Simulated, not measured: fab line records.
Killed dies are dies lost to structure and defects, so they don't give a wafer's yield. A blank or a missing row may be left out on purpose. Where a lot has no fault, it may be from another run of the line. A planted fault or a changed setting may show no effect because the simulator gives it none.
fab line records	flow n5_finfet	part 1 of 2: steps 1 to 24 of 34
record: lots: 5	wafers: 15	last_day: 18
route steps=1938 shown BEOL_M4@1027
lots that met no fault: from a run of the same line without faults
start_h: the number of hours between the record's first day and the start of the first shown wafer of the lot	wait_h: time in hours since the lot's previous step	" repeats the value in the row above	L1.1+2: several wafers, shown together as one row	- either no value or no given start	* or withheld: withheld	< > ~ a bound
route shown NAME@n: a module of which the file shows steps, and the number in the route of the first	usual: average and standard deviation across the fault-free wafers	same: alike in all rows	chamber/n: place in a boat	sites: readings site by site	_std_site: the values' standard deviation	_edge_site: mean of outer sites minus mean of inner sites	radius_mm: how far each site lies from the wafer's centre	mask NAME#n: copy n	behind: the tool/chamber that last shaped the wafer	hold: reason for holding the lot/hours on hold/outcome of the hold	device: whichever transistor did not switch (one of n, p or np)	end of line: tests of these same wafers at the route's end	step lacking rows: just its recipe	killed: not the wafer's yield, but the dies lost to structure and defects at the first sort	map: dies across one wafer; x = killed, . = not, _ = none there
set.NAME: the setting the step ran with; set.NAME@STEP: the setting that earlier step ran with	model.NAME: the simulator's own value behind a step, which no gauge read
certain route steps with their lots: each step a table, each wafer a row
services: the hour from which a tool's chamber was out of use, counted from the record's first day as start_h (under 0 if before that day), plus the number of hours and why
== steps ==
step: N5_BEOL_M4_COAT_73
recipe: resist: underlayer	temp_c: 205	time_s: 60	spin_rpm: 1500	resist_thk_nm: 5
lot.wafer	tool	chamber	start_h	wait_h
L078.1+3+5	litho_track-04	0	-	-
L081.3+4+5	litho_track-03	0	-	-
L084.1+3+4	litho_track-01	0	-	-
L089.2+3+5	litho_track-03	0	-	-
L094.1+2+4	litho_track-01	0	-	-
step: N5_BEOL_M4_COAT_05
recipe: resist: CAR-EUV	spin_rpm: 1500	resist_thk_nm: 30
lot.wafer	tool	chamber	start_h	wait_h
L078.1+3+5	litho_track-04	0	-	-
L081.3+4+5	litho_track-03	0	-	-
L084.1+3+4	litho_track-01	0	-	-
L089.2+3+5	litho_track-03	0	-	-
L094.1+2+4	litho_track-01	0	-	-
step: N5_BEOL_M4_EBR_07
recipe: solvent: PGMEA	ebr_width_mm: 1.5
same: ebr_width_mm: 1.5
lot.wafer	tool	chamber	start_h	wait_h
L078.1+3+5	litho_track-04	0	-	-
L081.3+4+5	litho_track-03	0	-	-
L084.1+3+4	litho_track-01	0	-	-
L089.2+3+5	litho_track-03	0	-	-
L094.1+2+4	litho_track-01	0	-	-
step: N5_BEOL_M4_SOFTBAKE_06
recipe: temp_c: 110	time_s: 60	resist: CAR-EUV
lot.wafer	tool	chamber	start_h	wait_h
L078.1+3+5	litho_track-04	0	-	-
L081.3+4+5	litho_track-03	0	-	-
L084.1+3+4	litho_track-01	0	-	-
L089.2+3+5	litho_track-03	0	-	-
L094.1+2+4	litho_track-01	0	-	-
step: N5_BEOL_M4_EXPOSE_08
recipe: mask_id: M4	na: 0.33	source_shape: dipole	sigma_inner: 0.369	sigma_outer: 0.767	polarization: unpolarized	dose_mj: 41.25
same: dipole_opening_deg: 79.7
lot.wafer	tool	chamber	start_h	wait_h	mask
L078.1+3+5	euv_scanner-02	0	177.53	-	M4#0
L081.3+4+5	euv_scanner-02	0	216.74	-	M4#0
L084.1+3+4	euv_scanner-02	0	227.00	-	M4#0
L089.2+3+5	euv_scanner-02	0	251.53	-	M4#0
L094.1+2+4	euv_scanner-02	0	293.14	-	M4#0
step: N5_BEOL_M4_PEB_09
recipe: peb_temp_c: 100	peb_time_s: 60	resist: CAR-EUV
lot.wafer	tool	chamber	start_h	wait_h
L078.1+3+5	litho_track-04	0	177.59	0.1
L081.3+4+5	litho_track-04	0	216.80	0.0
L084.1+3+4	litho_track-04	0	227.07	0.1
L089.2+3+5	litho_track-01	0	251.59	0.1
L094.1+2+4	litho_track-01	0	293.20	0.1
step: N5_BEOL_M4_DEVELOP_10
recipe: develop_time_s: 30	developer: TMAH	resist: CAR-EUV	rinse_liquid: surfactant_rinse	dry: air_spin	dev_temp_c: 23
lot.wafer	tool	chamber	start_h	wait_h
L078.1+3+5	litho_track-04	0	-	-
L081.3+4+5	litho_track-04	0	-	-
L084.1+3+4	litho_track-04	0	-	-
L089.2+3+5	litho_track-01	0	-	-
L094.1+2+4	litho_track-01	0	-	-
step: N5_BEOL_M4_CD_MEAS_11
recipe: target_cd_nm: 16.79	landing_energy_ev: 500	detector: se_inlens	polarity: opening
usual: cd_nm: 16.76/0.28
lot.wafer	tool	chamber	start_h	wait_h	cd_nm
L078.1	cd_sem-01	0	177.66	-	17.14
L078.3	"	0	"	"	17.25
L078.5	"	0	"	"	17.04
L081.3	cd_sem-02	0	216.86	-	17.08
L081.4	"	0	"	"	16.99
L081.5	"	0	"	"	17.13
L084.1	cd_sem-02	0	227.13	-	16.77
L084.3	"	0	"	"	16.74
L084.4	"	0	"	"	17.37
L089.2	cd_sem-01	0	251.65	-	17.00
L089.3	"	0	"	"	16.97
L089.5	"	0	"	"	16.82
L094.1	cd_sem-01	0	293.27	-	16.49
L094.2	"	0	"	"	16.94
L094.4	"	0	"	"	16.75
step: N5_BEOL_M4_OVL_MEAS_12
recipe: points_per_wafer: 522
usual: M4_OVL: 0.1/0.73
lot.wafer	tool	chamber	start_h	wait_h	M4_OVL[nm]
L078.1	overlay-02	0	177.69	0.0	-0.5
L078.3	"	0	"	"	-0.7
L078.5	"	0	"	"	-0.8
L081.3	overlay-01	0	216.90	0.0	-0.6
L081.4	"	0	"	"	0.4
L081.5	"	0	"	"	-0.8
L084.1	overlay-02	0	227.16	0.0	0.7
L084.3	"	0	"	"	0.2
L084.4	"	0	"	"	0.8
L089.2	overlay-02	0	251.69	0.0	0.2
L089.3	"	0	"	"	-0.7
L089.5	"	0	"	"	-1.1
L094.1	overlay-02	0	293.30	0.0	-0.3
L094.2	"	0	"	"	-1.4
L094.4	"	0	"	"	-1.0
step: N5_BEOL_M4_INSPECT_13
recipe: mode: adi	inspect_instrument: brightfield
usual: raw_defect_count: 423/94
lot.wafer	tool	chamber	start_h	wait_h	raw_defect_count
L078.1	defect_inspect-01	-	177.75	0.1	327
L078.3	"	-	"	"	361
L078.5	"	-	"	"	293
L081.3	defect_inspect-01	-	216.95	0.0	453
L081.4	"	-	"	"	387
L081.5	"	-	"	"	361
L084.1	defect_inspect-02	-	227.22	0.1	536
L084.3	"	-	"	"	392
L084.4	"	-	"	"	456
L089.2	defect_inspect-02	-	251.74	0.0	421
L089.3	"	-	"	"	449
L089.5	"	-	"	"	344
L094.1	defect_inspect-02	-	293.36	0.1	649
L094.2	"	-	"	"	603
L094.4	"	-	"	"	466
step: N5_BEOL_M4_DESCUM_16
recipe: chemistry: O2	time_s: 7	source_power_w: 50	bias_power_w: 20	pressure_mtorr: 20	rf_frequency_hz: 2.712e+07	temp_c: 40	resist: CAR-EUV	o2_flow_sccm: 225
usual: drypump_motor_current_A: 5.6/0.3	oes_product_au: 0.77/0.075	rf_vpp_V: 243.0/1.2	showerhead_plenum_p_Torr: 2.09/0.059	throttle_valve_pct: 20.56/0.23
lot.wafer	tool	chamber	start_h	wait_h	drypump_motor_current_A	oes_product_au	rf_hours_counter_h	rf_vpp_V	showerhead_plenum_p_Torr	throttle_valve_pct
L078.1	rie_diel-01	1	178.00	0.3	5.7	0.92	27	242.1	2.12	20.26
L078.3	"	0	"	"	5.8	0.83	73	243.2	2.12	20.52
L078.5	"	0	"	"	5.8	0.84	-	243.9	2.12	20.50
L081.3	rie_diel-06	1	217.00	0.0	5.2	0.98	8	243.8	2.04	20.15
L081.4	"	1	"	"	5.2	0.96	-	242.4	2.04	20.16
L081.5	"	0	"	"	5.2	0.70	-	243.3	2.17	20.97
L084.1	rie_diel-02	3	227.43	0.2	5.1	0.73	199	245.2	2.18	21.00
L084.3	"	0	"	"	6.2	0.76	173	242.9	2.00	20.29
L084.4	"	1	"	"	5.2	0.76	161	241.7	2.10	20.57
L089.2	rie_diel-01	2	251.77	0.0	5.7	0.78	122	244.5	2.11	20.64
L089.3	"	1	"	"	5.7	0.87	52	244.0	2.11	20.29
L089.5	"	2	"	"	5.7	0.77	-	243.8	2.11	20.64
L094.1	rie_diel-02	2	293.42	0.1	5.3	0.68	236	242.1	1.98	20.97
L094.2	"	0	"	"	6.2	0.73	193	241.5	1.99	20.33
L094.4	"	1	"	"	5.2	0.73	181	242.5	2.09	20.57
step: N5_BEOL_M4_ETCH_74
recipe: chemistry: N2/H2	target: underlayer	target_depth_a: 65	mask_material: CAR-EUV	time_s: 5.2	ion_energy_ev: 200	pressure_mtorr: 30	source_w: 840	bias_w: 150	n2_flow_sccm: 200	h2_flow_sccm: 200	ends: cleared
usual: drypump_motor_current_A: 5.6/0.3	etch_rf_on_time_s: 5.19/0.12	oes_product_au: 0.66/0.064	rf_vpp_V: 523.8/2.2	showerhead_plenum_p_Torr: 2.54/0.066	throttle_valve_pct: 17.99/0.21
lot.wafer	tool	chamber	start_h	wait_h	drypump_motor_current_A	etch_rf_on_time_s	oes_product_au	rf_hours_counter_h	rf_vpp_V	showerhead_plenum_p_Torr	throttle_valve_pct
L078.1	rie_diel-01	1	178.04	0.0	5.7	5.18	0.78	27	522.3	2.58	17.58
L078.3	"	0	"	"	5.7	5.26	0.70	73	526.6	2.58	17.93
L078.5	"	0	"	"	5.8	5.28	0.71	-	524.6	2.58	17.94
L081.3	rie_diel-06	1	217.03	0.0	5.2	5.14	0.84	8	525.3	2.49	17.64
L081.4	"	1	"	"	5.2	5.08	0.85	-	523.0	2.49	17.65
L081.5	"	0	"	"	5.2	5.38	0.59	-	526.7	2.61	18.11
L084.1	rie_diel-02	3	227.47	0.0	5.1	5.22	0.62	199	525.5	2.64	18.47
L084.3	"	0	"	"	6.2	5.30	0.64	173	517.4	2.43	17.82
L084.4	"	1	"	"	5.2	5.26	0.64	161	522.9	2.55	17.89
L089.2	rie_diel-01	2	251.81	0.0	5.6	5.17	0.65	122	522.6	2.55	18.10
L089.3	"	1	"	"	5.7	5.19	0.74	52	522.4	2.57	17.64
L089.5	"	2	"	"	5.6	5.22	0.65	-	524.4	2.55	18.10
L094.1	rie_diel-02	2	293.45	0.0	5.3	5.14	0.60	236	519.4	2.39	18.34
L094.2	"	0	"	"	6.2	5.18	0.63	193	521.5	2.42	17.83
L094.4	"	1	"	"	5.2	5.20	0.62	181	523.1	2.54	17.91
step: N5_BEOL_M4_ETCH_63
recipe: chemistry: CF4	target: SiARC	target_depth_a: 156	mask_material: CAR-EUV	time_s: 26	ion_energy_ev: 80	pressure_mtorr: 40	source_w: 545	bias_w: 36	Ar_flow_sccm: 100	cf4_flow_sccm: 100	ends: cleared
usual: drypump_motor_current_A: 5.56/0.3	etch_rf_on_time_s: 26.0/0.52	oes_product_au: 0.66/0.063	rf_vpp_V: 184.1/1.1	showerhead_plenum_p_Torr: 2.14/0.051	throttle_valve_pct: 15.77/0.19
lot.wafer	tool	chamber	start_h	wait_h	drypump_motor_current_A	etch_rf_on_time_s	oes_product_au	rf_hours_counter_h	rf_vpp_V	showerhead_plenum_p_Torr	throttle_valve_pct
L078.1	rie_diel-01	1	178.05	0.0	5.72	26.0	0.77	27	185.4	2.18	15.50
L078.3	"	0	"	"	5.75	26.3	0.71	73	184.3	2.16	15.60
L078.5	"	0	"	"	5.76	26.5	0.70	-	183.8	2.16	15.61
L081.3	rie_diel-06	1	217.05	0.0	5.18	25.9	0.83	8	183.6	2.12	15.42
L081.4	"	1	"	"	5.17	25.6	0.83	-	184.4	2.12	15.41
L081.5	"	0	"	"	5.20	26.9	0.59	-	184.5	2.21	16.05
L084.1	rie_diel-02	3	227.48	0.0	5.11	26.3	0.61	199	184.8	2.21	16.03
L084.3	"	0	"	"	6.13	26.2	0.64	173	183.8	2.05	15.61
L084.4	"	1	"	"	5.25	26.1	0.63	161	183.3	2.14	15.67
L089.2	rie_diel-01	2	251.83	0.0	5.70	25.9	0.67	122	184.3	2.15	15.77
L089.3	"	1	"	"	5.72	26.0	0.74	52	183.4	2.18	15.57
L089.5	"	2	"	"	5.64	25.8	0.66	-	184.4	2.15	15.77
L094.1	rie_diel-02	2	293.47	0.0	5.31	26.3	0.59	236	182.7	2.04	16.20
L094.2	"	0	"	"	6.12	26.2	0.63	193	182.6	2.05	15.63
L094.4	"	1	"	"	5.24	26.4	0.62	181	184.3	2.14	15.71
step: N5_BEOL_M4_ETCH_64
recipe: chemistry: N2/H2	target: SOC	target_depth_a: 750	overetch_a: 225	mask_material: SiARC	temp_c: 40	time_s: 121.9	ion_energy_ev: 200	pressure_mtorr: 30	source_w: 840	bias_w: 150	n2_flow_sccm: 200	h2_flow_sccm: 200
usual: drypump_motor_current_A: 5.6/0.3	oes_product_au: 0.59/0.054	rf_vpp_V: 523.7/2	showerhead_plenum_p_Torr: 2.54/0.066	throttle_valve_pct: 17.95/0.21
lot.wafer	tool	chamber	start_h	wait_h	drypump_motor_current_A	oes_product_au	rf_hours_counter_h	rf_vpp_V	showerhead_plenum_p_Torr	throttle_valve_pct
L078.1	rie_diel-01	1	178.08	0.0	5.8	0.69	27	525.4	2.58	17.55
L078.3	"	0	"	"	5.7	0.63	73	524.4	2.58	17.89
L078.5	"	0	"	"	5.8	0.63	-	525.2	2.58	17.89
L081.3	rie_diel-06	1	217.08	0.0	5.2	0.73	8	523.0	2.49	17.61
L081.4	"	1	"	"	5.2	0.73	-	522.5	2.49	17.60
L081.5	"	0	"	"	5.2	0.54	-	526.3	2.61	18.10
L084.1	rie_diel-02	3	227.51	0.0	5.1	0.55	199	527.6	2.64	18.43
L084.3	"	0	"	"	6.2	0.58	173	520.7	2.43	17.76
L084.4	"	1	"	"	5.2	0.57	161	524.8	2.54	17.84
L089.2	rie_diel-01	2	251.85	0.0	5.7	0.59	122	523.6	2.55	18.08
L089.3	"	1	"	"	5.7	0.66	52	525.6	2.57	17.59
L089.5	"	2	"	"	5.7	0.59	-	523.5	2.55	18.06
L094.1	rie_diel-02	2	293.50	0.0	5.3	0.53	236	519.9	2.39	18.30
L094.2	"	0	"	"	6.2	0.56	193	519.5	2.42	17.79
L094.4	"	1	"	"	5.2	0.55	181	523.4	2.54	17.89
step: N5_BEOL_M4_STRIP_65
recipe: chemistry: N2/H2	temp_c: 40	n2_flow_sccm: 200	h2_flow_sccm: 200	rf_frequency_hz: 6e+07
lot.wafer	tool	chamber	start_h	wait_h
L078.1+3+5	rie_diel-01	1,0,0	178.20	0.1
L081.3+4+5	rie_diel-06	1,1,0	217.19	0.1
L084.1+3+4	rie_diel-02	3,0,1	227.62	0.1
L089.2+3+5	rie_diel-01	2,1,2	251.97	0.1
L094.1+2+4	rie_diel-02	2,0,1	293.61	0.1
step: N5_BEOL_M4_STRIP_75
recipe: chemistry: N2/H2	temp_c: 40	n2_flow_sccm: 200	h2_flow_sccm: 200	rf_frequency_hz: 6e+07
lot.wafer	tool	chamber	start_h	wait_h
L078.1+3+5	rie_diel-01	1,0,0	178.21	0.0
L081.3+4+5	rie_diel-06	1,1,0	217.20	0.0
L084.1+3+4	rie_diel-02	3,0,1	227.63	0.0
L089.2+3+5	rie_diel-01	2,1,2	251.98	0.0
L094.1+2+4	rie_diel-02	2,0,1	293.62	0.0
step: N5_BEOL_M4_STRIP_66
recipe: chemistry: CF4	resist: SiARC	power_w: 300	bias_power_w: 75	pressure_mtorr: 50	cf4_flow_sccm: 150	rf_frequency_hz: 6e+07
usual: drypump_motor_current_A: 5.56/0.3	oes_product_au: 0.76/0.071	rf_vpp_V: 271.2/1.2	showerhead_plenum_p_Torr: 1.79/0.041	throttle_valve_pct: 13.73/0.21
lot.wafer	tool	chamber	start_h	wait_h	drypump_motor_current_A	oes_product_au	rf_hours_counter_h	rf_vpp_V	showerhead_plenum_p_Torr	throttle_valve_pct
L078.1	rie_diel-01	1	178.22	0.0	5.75	0.89	28	272.5	1.83	13.45
L078.3	"	0	"	"	5.75	0.83	73	273.1	1.80	13.51
L078.5	"	0	"	"	5.73	0.82	-	272.7	1.80	13.53
L081.3	rie_diel-06	1	217.21	0.0	5.18	0.96	8	272.1	1.77	13.33
L081.4	"	1	"	"	5.18	0.96	-	270.4	1.77	13.33
L081.5	"	0	"	"	5.21	0.70	-	271.5	1.85	14.04
L084.1	rie_diel-02	3	227.64	0.0	5.08	0.72	199	272.9	1.84	13.98
L084.3	"	0	"	"	6.17	0.74	173	269.2	1.72	13.59
L084.4	"	1	"	"	5.24	0.74	161	271.1	1.80	13.67
L089.2	rie_diel-01	2	251.99	0.0	5.64	0.77	122	270.6	1.80	13.74
L089.3	"	1	"	"	5.74	0.85	52	272.7	1.82	13.52
L089.5	"	2	"	"	5.65	0.76	-	272.7	1.80	13.73
L094.1	rie_diel-02	2	293.63	0.0	5.31	0.68	236	268.6	1.71	14.20
L094.2	"	0	"	"	6.13	0.73	193	270.3	1.71	13.61
L094.4	"	1	"	"	5.23	0.72	181	273.4	1.80	13.72
step: N5_BEOL_M4_HM_OPEN_17
recipe: chemistry: Cl2/BCl3	target_depth_a: 200	overetch_a: 60	target: TiN	mask_material: SOC	ion_energy_ev: 150	pressure_mtorr: 10	icp_w: 1000	bias_w: 126	Cl2_flow_sccm: 53.25	bcl3_flow_sccm: 21.75	Ar_flow_sccm: 25
usual: drypump_motor_current_A: 5.8/0.61	oes_ar_750_au: 0.73/0.074	oes_product_au: 0.63/0.059	throttle_valve_pct: 22.05/0.2
lot.wafer	tool	chamber	start_h	wait_h	drypump_motor_current_A	oes_ar_750_au	oes_product_au	rf_hours_counter_h	throttle_valve_pct
L078.1	rie_metal-03	1	178.26	0.0	5.2	0.62	0.56	97	22.05
L078.3	"	1	"	"	5.2	0.63	0.57	-	22.07
L078.5	"	1	"	"	5.2	0.63	0.57	-	22.06
L081.3	rie_metal-01	1	217.28	0.1	5.6	0.87	0.75	-	22.37
L081.4	"	0	"	"	6.2	0.76	0.64	-	22.10
L081.5	"	1	"	"	5.6	0.87	0.75	-	22.36
L084.1	rie_metal-03	0	227.70	0.0	5.0	0.70	0.60	79	21.88
L084.3	"	0	"	"	5.0	0.70	0.61	-	21.87
L084.4	"	1	"	"	5.2	0.62	0.56	-	22.08
L089.2	rie_metal-03	0	252.06	0.1	5.0	0.69	0.60	-	21.88
L089.3	"	0	"	"	4.9	0.69	0.59	-	21.91
L089.5	"	0	"	"	5.0	0.70	0.58	-	21.90
L094.1	rie_metal-02	0	293.67	0.0	6.4	0.67	0.60	76	22.29
L094.2	"	1	"	"	6.3	0.77	0.69	43	21.81
L094.4	"	0	"	"	6.4	0.67	0.59	-	22.28
step: N5_BEOL_M4_STRIP_19
recipe: chemistry: O2	power_w: 400	temp_c: 40	pressure_mtorr: 30	rf_frequency_hz: 6e+07	bias_power_w: 0	overash_fraction: 0.2	o2_flow_sccm: 225
usual: drypump_motor_current_A: 5.5/0.34	oes_product_au: 0.77/0.089	rf_vpp_V: 3.7/0.49	showerhead_plenum_p_Torr: 2.09/0.068	throttle_valve_pct: 16.80/0.26
lot.wafer	tool	chamber	start_h	wait_h	drypump_motor_current_A	oes_product_au	rf_hours_counter_h	rf_vpp_V	showerhead_plenum_p_Torr	throttle_valve_pct
L078.1	rie_diel-02	3	178.42	0.1	5.1	0.73	182	4.4	2.19	17.17
L078.3	"	0	"	"	6.1	0.76	156	3.2	2.01	16.58
L078.5	"	0	"	"	6.1	0.77	-	4.1	2.01	16.60
L081.3	rie_diel-02	2	217.39	0.1	5.3	0.70	212	4.7	1.99	17.17
L081.4	"	1	"	"	5.3	0.75	157	3.9	2.11	16.76
L081.5	"	2	"	"	5.3	0.70	-	3.8	1.99	17.19
L084.1	rie_diel-01	2	227.81	0.1	5.7	0.79	115	4.0	2.11	16.86
L084.3	"	1	"	"	5.7	0.88	45	2.7	2.12	16.54
L084.4	"	0	"	"	5.7	0.82	88	3.4	2.11	16.74
L089.2	rie_diel-06	3	252.24	0.2	5.9	0.74	196	4.1	1.99	16.78
L089.3	"	1	"	"	5.2	0.93	22	4.4	2.04	16.39
L089.5	"	2	"	"	5.1	0.68	-	3.5	2.14	16.78
L094.1	rie_diel-06	3	293.78	0.1	5.9	0.72	211	4.0	1.99	16.82
L094.2	"	2	"	"	5.1	0.68	239	3.4	2.14	16.79
L094.4	"	1	"	"	5.2	0.90	37	4.5	2.03	16.42
step: N5_BEOL_M4_CD_MEAS_18
recipe: pitch_nm: 36	target_cd_nm: 18
usual: cd_nm: 17.9/0.41
lot.wafer	tool	chamber	start_h	wait_h	cd_nm
L078.1	cd_sem-01	-	178.49	0.0	18.3
L078.3	"	-	"	"	18.3
L078.5	"	-	"	"	18.3
L081.3	cd_sem-01	-	217.46	0.1	18.4
L081.4	"	-	"	"	18.3
L081.5	"	-	"	"	17.5
L084.1	cd_sem-01	-	227.88	0.0	18.3
L084.3	"	-	"	"	17.9
L084.4	"	-	"	"	18.4
L089.2	cd_sem-01	-	252.32	0.1	17.8
L089.3	"	-	"	"	17.8
L089.5	"	-	"	"	17.6
L094.1	cd_sem-03	-	293.85	0.0	18.3
L094.2	"	-	"	"	18.3
L094.4	"	-	"	"	17.8
step: N5_BEOL_M4_COAT_67
recipe: resist: SOC	temp_c: 250	time_s: 60	spin_rpm: 1500	resist_thk_nm: 60
lot.wafer	tool	chamber	start_h	wait_h
L078.1+3+5	litho_track-03	0	178.53	0.0
L081.3+4+5	litho_track-03	0	217.50	0.0
L084.1+3+4	litho_track-04	0	227.91	0.0
L089.2+3+5	litho_track-03	0	252.35	0.0
L094.1+2+4	litho_track-04	0	293.89	0.0
step: N5_BEOL_M4_COAT_68
recipe: resist: SiARC	temp_c: 220	time_s: 60	spin_rpm: 1500	resist_thk_nm: 12
lot.wafer	tool	chamber	start_h	wait_h
L078.1+3+5	litho_track-03	0	-	-
L081.3+4+5	litho_track-03	0	-	-
L084.1+3+4	litho_track-04	0	-	-
L089.2+3+5	litho_track-03	0	-	-
L094.1+2+4	litho_track-04	0	-	-
step: N5_BEOL_M4_COAT_76
recipe: resist: underlayer	temp_c: 205	time_s: 60	spin_rpm: 1500	resist_thk_nm: 5
lot.wafer	tool	chamber	start_h	wait_h
L078.1+3+5	litho_track-03	0	-	-
L081.3+4+5	litho_track-03	0	-	-
L084.1+3+4	litho_track-04	0	-	-
L089.2+3+5	litho_track-03	0	-	-
L094.1+2+4	litho_track-04	0	-	-
step: N5_BEOL_M4_COAT_22
recipe: resist: CAR-EUV	spin_rpm: 1500	resist_thk_nm: 30
lot.wafer	tool	chamber	start_h	wait_h
L078.1+3+5	litho_track-03	0	-	-
L081.3+4+5	litho_track-03	0	-	-
L084.1+3+4	litho_track-04	0	-	-
L089.2+3+5	litho_track-03	0	-	-
L094.1+2+4	litho_track-04	0	-	-
